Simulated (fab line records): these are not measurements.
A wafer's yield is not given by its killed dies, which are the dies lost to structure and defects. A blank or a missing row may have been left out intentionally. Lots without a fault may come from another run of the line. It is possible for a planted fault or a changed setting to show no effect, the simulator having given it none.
Which tool was responsible?    flow n5-finfet    24 lots with 72 wafers sampled at 6 steps, on a route of 1938 steps

== WHAT THE GAUGES READ, wafer by wafer ==
No reading from a measuring or inspecting step in the record can be judged against a usual standard deviation.

== WHAT TOOL EACH LOT RAN ON (gives the tool, then ch and the chambers of the sampled wafers, and finally the start) ==
lot   N5_BEOL_M5_STRIP_36                 N5_BEOL_M5_STRIP_91                            N5_BEOL_M5_ALD_86                    N5_BEOL_M5_ANNEAL_49          N5_BEOL_M6_ILD_DEP_00            N5_BEOL_M6_HM_DEP_02
L074  rie-diel-02 ch 0,2,3, day 7 16:28   rie-diel-02 ch 0,2,3, day 7 19:23 or earlier   ald-metal-04 ch 1,2, day 7 19:23     pvd-sputter-03, day 7 20:10   pecvd-02 ch 0,1,2, day 8 01:48   pvd-sputter-02, day 8 03:15
L075  rie-diel-06 ch 1,2,3, day 8 08:50   rie-diel-06 ch 1,2,3, day 8 09:55 or earlier   ald-metal-02 ch 0,2,3, day 8 09:55   pvd-sputter-01, day 8 10:31   pecvd-01 ch 0,1, day 8 15:54     pvd-sputter-03, day 8 18:11
L076  rie-diel-06 ch 0,1,2, day 8 18:06   rie-diel-06 ch 0,1,2, day 8 19:16 or earlier   ald-metal-04 ch 1,3, day 8 19:16     pvd-sputter-03, day 8 19:58   pecvd-03 ch 0,1, day 9 01:21     pvd-sputter-02, day 9 03:50
L077  rie-diel-02 ch 1,2, day 8 18:09     rie-diel-02 ch 1,2, day 8 19:23 or earlier     ald-metal-01 ch 0,2, day 8 19:23     pvd-sputter-02, day 8 20:00   pecvd-03 ch 1,2, day 9 01:32     pvd-sputter-02, day 9 04:02
L078  rie-diel-06 ch 1,3, day 9 11:02     rie-diel-06 ch 1,3, day 9 11:51 or earlier     ald-metal-02 ch 0,1,2, day 9 11:51   pvd-sputter-03, day 9 12:32   pecvd-03 ch 0,1, day 9 18:04     pvd-sputter-03, day 9 19:51
L080  rie-diel-01 ch 0,1,2, day 9 12:44   rie-diel-01 ch 0,1,2, day 9 14:44 or earlier   ald-metal-04 ch 0,1,2, day 9 14:44   pvd-sputter-02, day 9 15:17   pecvd-01 ch 0,1,2, day 9 21:00   pvd-sputter-01, day 9 22:56
L079  rie-diel-01 ch 2,3, day 9 14:35     rie-diel-01 ch 2,3, day 9 15:49 or earlier     ald-metal-01 ch 0,2, day 9 15:49     pvd-sputter-01, day 9 16:31   pecvd-02 ch 1,2, day 9 22:02     pvd-sputter-01, day 9 23:11
L081  rie-diel-01 ch 0,1,2, day 9 18:27   rie-diel-01 ch 0,1,2, day 9 19:56 or earlier   ald-metal-02 ch 0,2,3, day 9 19:56   pvd-sputter-03, day 9 20:40   pecvd-02 ch 0,1, day 10 02:07    pvd-sputter-03, day 10 03:01
L082  rie-diel-06 ch 1,3, day 10 13:18    rie-diel-06 ch 1,3, day 10 14:26 or earlier    ald-metal-01 ch 0,1,2, day 10 14:26  pvd-sputter-02, day 10 15:11  pecvd-03 ch 0,1, day 10 21:31    pvd-sputter-01, day 10 23:44
L083  rie-diel-06 ch 1,2, day 10 15:32    rie-diel-06 ch 1,2, day 10 16:35 or earlier    ald-metal-04 ch 0,1,2, day 10 16:35  pvd-sputter-01, day 10 18:38  pecvd-02 ch 0,2, day 11 00:02    pvd-sputter-03, day 11 01:32
L084  rie-diel-01 ch 0,1,2, day 10 18:38  rie-diel-01 ch 0,1,2, day 10 19:56 or earlier  ald-metal-01 ch 0,2,3, day 10 19:56  pvd-sputter-03, day 10 20:55  pecvd-01 ch 0,1,2, day 11 02:32  pvd-sputter-03, day 11 04:43
L085  rie-diel-06 ch 0,2,3, day 10 18:49  rie-diel-06 ch 0,2,3, day 10 20:05 or earlier  ald-metal-04 ch 0,1,2, day 10 20:05  pvd-sputter-02, day 10 21:19  pecvd-02 ch 0,1,2, day 11 03:03  pvd-sputter-03, day 11 04:49
L086  rie-diel-02 ch 1,2, day 10 22:40    rie-diel-02 ch 1,2, day 11 00:23 or earlier    ald-metal-01 ch 2,3, day 11 00:23    pvd-sputter-01, day 11 01:13  pecvd-03 ch 0,1, day 11 06:37    pvd-sputter-03, day 11 08:37
L087  rie-diel-06 ch 1,2,3, day 11 01:17  rie-diel-06 ch 1,2,3, day 11 02:44 or earlier  ald-metal-04 ch 0,2,3, day 11 02:44  pvd-sputter-02, day 11 03:27  pecvd-02 ch 0,1,2, day 11 08:50  pvd-sputter-03, day 11 09:31
L088  rie-diel-01 ch 1,2,3, day 11 19:49  rie-diel-01 ch 1,2,3, day 11 20:37 or earlier  ald-metal-01 ch 0,1,2, day 11 20:37  pvd-sputter-02, day 11 21:25  pecvd-01 ch 0,1,2, day 12 03:16  pvd-sputter-03, day 12 04:27
L089  rie-diel-02 ch 0,1,3, day 11 22:35  rie-diel-02 ch 0,1,3, day 11 23:54 or earlier  ald-metal-02 ch 0,1,2, day 11 23:54  pvd-sputter-01, day 12 00:28  pecvd-01 ch 0,1, day 12 06:06    pvd-sputter-02, day 12 07:52
L090  rie-diel-01 ch 2,3, day 12 03:11    rie-diel-01 ch 2,3, day 12 04:26 or earlier    ald-metal-01 ch 0,1,3, day 12 04:26  pvd-sputter-03, day 12 05:07  pecvd-02 ch 0,1,2, day 12 10:37  pvd-sputter-02, day 12 12:17
L091  rie-diel-02 ch 1,2,3, day 12 15:26  rie-diel-02 ch 1,2,3, day 12 18:06 or earlier  ald-metal-04 ch 2,3, day 12 18:06    pvd-sputter-03, day 12 18:43  pecvd-03 ch 0,2, day 13 00:07    pvd-sputter-02, day 13 01:38
L092  rie-diel-01 ch 0,1,2, day 13 02:19  rie-diel-01 ch 0,1,2, day 13 04:40 or earlier  ald-metal-01 ch 0,1,3, day 13 04:40  pvd-sputter-01, day 13 05:39  pecvd-02 ch 0,1,2, day 13 11:05  pvd-sputter-02, day 13 13:47
L095  rie-diel-02 ch 1,2, day 13 10:07    rie-diel-02 ch 1,2, day 13 11:11 or earlier    ald-metal-02 ch 0,1,2, day 13 11:11  pvd-sputter-03, day 13 11:50  pecvd-01 ch 1,2, day 13 17:13    pvd-sputter-02, day 13 20:31
L093  rie-diel-01 ch 0,1, day 13 13:28    rie-diel-01 ch 0,1, day 13 14:23 or earlier    ald-metal-04 ch 0,2, day 13 14:23    pvd-sputter-03, day 13 16:16  pecvd-03 ch 0,1,2, day 13 21:44  pvd-sputter-01, day 14 01:31
L097  rie-diel-06 ch 0,3, day 13 16:54    rie-diel-06 ch 0,3, day 13 18:10 or earlier    ald-metal-02 ch 0,1,3, day 13 18:10  pvd-sputter-01, day 13 18:56  pecvd-03 ch 0,1,2, day 14 00:19  pvd-sputter-01, day 14 01:47
L094  rie-diel-06 ch 0,3, day 13 20:04    rie-diel-06 ch 0,3, day 13 21:05 or earlier    ald-metal-01 ch 0,1,3, day 13 21:05  pvd-sputter-03, day 13 21:55  pecvd-01 ch 0,2, day 14 03:25    pvd-sputter-01, day 14 04:32
L096  rie-diel-02 ch 1,2, day 14 05:24    rie-diel-02 ch 1,2, day 14 06:28 or earlier    ald-metal-01 ch 0,3, day 14 06:28    pvd-sputter-03, day 14 08:45  pecvd-02 ch 0,1, day 14 14:11    pvd-sputter-01, day 14 15:42
- N5_BEOL_M5_STRIP_36: strips in N2/H2.
- N5_BEOL_M5_STRIP_91: strips in N2/H2, time 10 s.
- N5_BEOL_M5_ALD_86: deposits TaN, pulse time 2 s, purge time 3 s, co reactant purge time 2 s.
- N5_BEOL_M5_ANNEAL_49: time 1800 s.
- N5_BEOL_M6_ILD_DEP_00: deposits SiCOH lowk from DEMS/porogen, target thk 179.75 nm, time 33.4 s.
- N5_BEOL_M6_HM_DEP_02: deposits TiN, target thk 20 nm.

== AS READ BY THE TOOLS THEMSELVES (means over the sampled wafers that have a number; for cases with no such wafer, the mark the record gives instead) ==
N5_BEOL_M5_STRIP_36. Usual: drypump-motor-current-A 5.8 A, standard deviation 0.47; oes-product-au 0.80 a.u., standard deviation 0.09; rf-vpp-V 59.2 V, standard deviation 1.4; showerhead-plenum-p-Torr 2.52 Torr, standard deviation 0.082; throttle-valve-pct 23.55 %, standard deviation 0.25.
lot   tool         drypump-motor-current-A (A)  oes-product-au (a.u.)  rf-vpp-V (V)  showerhead-plenum-p-Torr (Torr)  throttle-valve-pct (%)  flag
L074  rie-diel-02  5.8                          0.80                   59.7          2.54                             23.63                   
L075  rie-diel-06  6.1                          0.82                   58.6          2.56                             23.51                   
L076  rie-diel-06  6.0                          0.84                   59.8          2.56                             23.42                   
L077  rie-diel-02  6.0                          0.97                   57.9          2.48                             23.36                   
L078  rie-diel-06  6.4                          0.86                   59.8          2.61                             23.63                   
L080  rie-diel-01  5.5                          0.77                   59.6          2.52                             23.64                   
L079  rie-diel-01  4.8                          0.82                   60.3          2.46                             23.46                   
L081  rie-diel-01  5.5                          0.78                   59.8          2.52                             23.66                   
L082  rie-diel-06  6.1                          0.84                   58.9          2.53                             23.53                   
L083  rie-diel-06  6.0                          0.74                   59.3          2.57                             23.55                   
L084  rie-diel-01  5.5                          0.76                   58.7          2.51                             23.65                   
L085  rie-diel-06  5.8                          0.81                   58.7          2.48                             23.37                   
L086  rie-diel-02  6.0                          0.93                   57.9          2.48                             23.47                   
L087  rie-diel-06  6.1                          0.78                   58.3          2.55                             23.55                   
L088  rie-diel-01  5.1                          0.77                   58.3          2.45                             23.45                   
L089  rie-diel-02  5.9                          0.76                   60.9          2.53                             23.60                   
L090  rie-diel-01  4.7                          0.80                   59.0          2.45                             23.48                   
L091  rie-diel-02  5.9                          0.83                   58.8          2.52                             23.58                   
L092  rie-diel-01  5.5                          0.74                   57.9          2.50                             23.68                   
L095  rie-diel-02  6.0                          0.89                   59.3          2.47                             23.49                   
L093  rie-diel-01  5.8                          0.72                   59.9          2.49                             23.65                   
L097  rie-diel-06  5.9                          0.82                   58.5          2.46                             23.38                   
L094  rie-diel-06  5.9                          0.83                   58.7          2.46                             23.36                   
L096  rie-diel-02  6.0                          0.87                   59.6          2.47                             23.42                   

N5_BEOL_M5_STRIP_91. Usual: drypump-motor-current-A 5.8 A, standard deviation 0.47; oes-product-au 0.80 a.u., standard deviation 0.089; rf-vpp-V 59.0 V, standard deviation 0.82; showerhead-plenum-p-Torr 2.52 Torr, standard deviation 0.082; throttle-valve-pct 23.55 %, standard deviation 0.25.
lot   tool         drypump-motor-current-A (A)  oes-product-au (a.u.)  rf-vpp-V (V)  showerhead-plenum-p-Torr (Torr)  throttle-valve-pct (%)  flag
L074  rie-diel-02  5.8                          0.79                   59.0          2.54                             23.63                   
L075  rie-diel-06  6.1                          0.81                   58.2          2.56                             23.52                   
L076  rie-diel-06  6.0                          0.83                   59.4          2.56                             23.43                   
L077  rie-diel-02  6.1                          0.96                   58.6          2.48                             23.38                   
L078  rie-diel-06  6.4                          0.85                   59.6          2.61                             23.62                   
L080  rie-diel-01  5.5                          0.77                   59.6          2.52                             23.64                   
L079  rie-diel-01  4.8                          0.82                   59.5          2.46                             23.46                   
L081  rie-diel-01  5.5                          0.76                   58.7          2.51                             23.64                   
L082  rie-diel-06  6.1                          0.84                   59.1          2.53                             23.54                   
L083  rie-diel-06  6.0                          0.74                   59.4          2.57                             23.55                   
L084  rie-diel-01  5.5                          0.76                   58.5          2.51                             23.66                   
L085  rie-diel-06  5.8                          0.81                   58.4          2.48                             23.35                   
L086  rie-diel-02  6.0                          0.93                   59.3          2.48                             23.47                   
L087  rie-diel-06  6.1                          0.78                   58.1          2.55                             23.54                   
L088  rie-diel-01  5.1                          0.77                   59.0          2.45                             23.46                   
L089  rie-diel-02  5.9                          0.76                   59.3          2.53                             23.59                   
L090  rie-diel-01  4.8                          0.79                   58.4          2.45                             23.48                   
L091  rie-diel-02  5.9                          0.83                   59.0          2.52                             23.57                   
L092  rie-diel-01  5.5                          0.74                   58.7          2.50                             23.68                   
L095  rie-diel-02  6.0                          0.89                   58.9          2.47                             23.50                   
L093  rie-diel-01  5.8                          0.72                   58.9          2.49                             23.61                   
L097  rie-diel-06  5.9                          0.83                   59.2          2.46                             23.38                   
L094  rie-diel-06  5.9                          0.83                   59.4          2.46                             23.38                   
L096  rie-diel-02  6.1                          0.88                   58.5          2.47                             23.43                   

N5_BEOL_M5_ALD_86. Usual: 422 W for heater-power-w, sd 24.
lot   tool          heater-power-w (W)  flag
L074  ald-metal-04  420                 
L075  ald-metal-02  427                 
L076  ald-metal-04  436                 
L077  ald-metal-01  432                 
L078  ald-metal-02  421                 
L080  ald-metal-04  404                 
L079  ald-metal-01  430                 
L081  ald-metal-02  438                 
L082  ald-metal-01  423                 
L083  ald-metal-04  400                 
L084  ald-metal-01  424                 
L085  ald-metal-04  408                 
L086  ald-metal-01  417                 
L087  ald-metal-04  423                 
L088  ald-metal-01  421                 
L089  ald-metal-02  424                 
L090  ald-metal-01  422                 
L091  ald-metal-04  444                 
L092  ald-metal-01  421                 
L095  ald-metal-02  429                 
L093  ald-metal-04  397                 
L097  ald-metal-02  439                 
L094  ald-metal-01  416                 
L096  ald-metal-01  432                 

N5_BEOL_M5_ANNEAL_49. Usual: 867 W for heater-power-w, sd 69.
lot   tool            heater-power-w (W)  flag
L074  pvd-sputter-03  837                 
L075  pvd-sputter-01  853                 
L076  pvd-sputter-03  838                 
L077  pvd-sputter-02  921                 
L078  pvd-sputter-03  826                 
L080  pvd-sputter-02  934                 
L079  pvd-sputter-01  860                 
L081  pvd-sputter-03  843                 
L082  pvd-sputter-02  815                 
L083  pvd-sputter-01  849                 
L084  pvd-sputter-03  790                 
L085  pvd-sputter-02  977                 
L086  pvd-sputter-01  865                 
L087  pvd-sputter-02  909                 
L088  pvd-sputter-02  928                 
L089  pvd-sputter-01  853                 
L090  pvd-sputter-03  841                 
L091  pvd-sputter-03  792                 
L092  pvd-sputter-01  857                 
L095  pvd-sputter-03  899                 
L093  pvd-sputter-03  817                 
L097  pvd-sputter-01  875                 
L094  pvd-sputter-03  862                 
L096  pvd-sputter-03  842                 

N5_BEOL_M6_ILD_DEP_00. Usual: heater-power-w 283 W, standard deviation 28; showerhead-plenum-p-Torr 5.737 Torr, standard deviation 0.016; throttle-valve-pct 14.2 %, standard deviation 0.85.
lot   tool      heater-power-w (W)  showerhead-plenum-p-Torr (Torr)  throttle-valve-pct (%)  flag
L074  pecvd-02  268                 5.723                            14.7                    
L075  pecvd-01  285                 5.750                            14.6                    
L076  pecvd-03  312                 5.745                            13.7                    
L077  pecvd-03  280                 5.727                            13.6                    
L078  pecvd-03  312                 5.747                            13.6                    
L080  pecvd-01  283                 5.740                            14.5                    
L079  pecvd-02  280                 5.729                            14.3                    
L081  pecvd-02  257                 5.734                            15.1                    
L082  pecvd-03  306                 5.748                            13.6                    
L083  pecvd-02  271                 5.725                            14.2                    
L084  pecvd-01  282                 5.753                            14.4                    
L085  pecvd-02  252                 5.731                            14.7                    
L086  pecvd-03  306                 5.732                            13.6                    
L087  pecvd-02  254                 5.729                            14.7                    
L088  pecvd-01  297                 5.749                            14.3                    
L089  pecvd-01  289                 5.745                            14.6                    
L090  pecvd-02  280                 5.724                            14.7                    
L091  pecvd-03  328                 5.730                            12.8                    
L092  pecvd-02  285                 5.729                            14.8                    
L095  pecvd-01  277                 5.742                            14.4                    
L093  pecvd-03  297                 5.739                            13.1                    
L097  pecvd-03  311                 5.737                            13.0                    
L094  pecvd-01  242                 5.748                            14.3                    
L096  pecvd-02  280                 5.723                            15.0                    

N5_BEOL_M6_HM_DEP_02. Usual: 30.0 % for throttle-valve-pct, sd 0.91.
lot   tool            throttle-valve-pct (%)  flag
L074  pvd-sputter-02  29.5                    
L075  pvd-sputter-03  30.4                    
L076  pvd-sputter-02  29.4                    
L077  pvd-sputter-02  29.2                    
L078  pvd-sputter-03  30.2                    
L080  pvd-sputter-01  30.0                    
L079  pvd-sputter-01  30.2                    
L081  pvd-sputter-03  30.5                    
L082  pvd-sputter-01  30.8                    
L083  pvd-sputter-03  31.3                    
L084  pvd-sputter-03  29.8                    
L085  pvd-sputter-03  29.5                    
L086  pvd-sputter-03  30.6                    
L087  pvd-sputter-03  30.2                    
L088  pvd-sputter-03  29.5                    
L089  pvd-sputter-02  29.4                    
L090  pvd-sputter-02  29.4                    
L091  pvd-sputter-02  29.7                    
L092  pvd-sputter-02  29.3                    
L095  pvd-sputter-02  29.4                    
L093  pvd-sputter-01  31.0                    
L097  pvd-sputter-01  30.3                    
L094  pvd-sputter-01  30.6                    
L096  pvd-sputter-01  29.7                    

== THE ANSWER, worked out from the rows above alone ==
Rule: a lot counts as off when the mean over its wafers that have a number is more than 3 standard deviations away from the usual mean. A lot without any number at a reading at which 4 lots or more have one is off too. The other lots that the step has rows for count as sound. The gauges are gone through in route order, then the tools' own readings, and for those a lot's mean is taken as printed above. The first step at which some lot is off is used, and at that step the reading that is off furthest; a lot without a number counts as furthest.
Across all readings shown, no lot is off: no conclusion can be drawn from this.

== WHAT WAS PUT IN BY THE SIMULATOR ==
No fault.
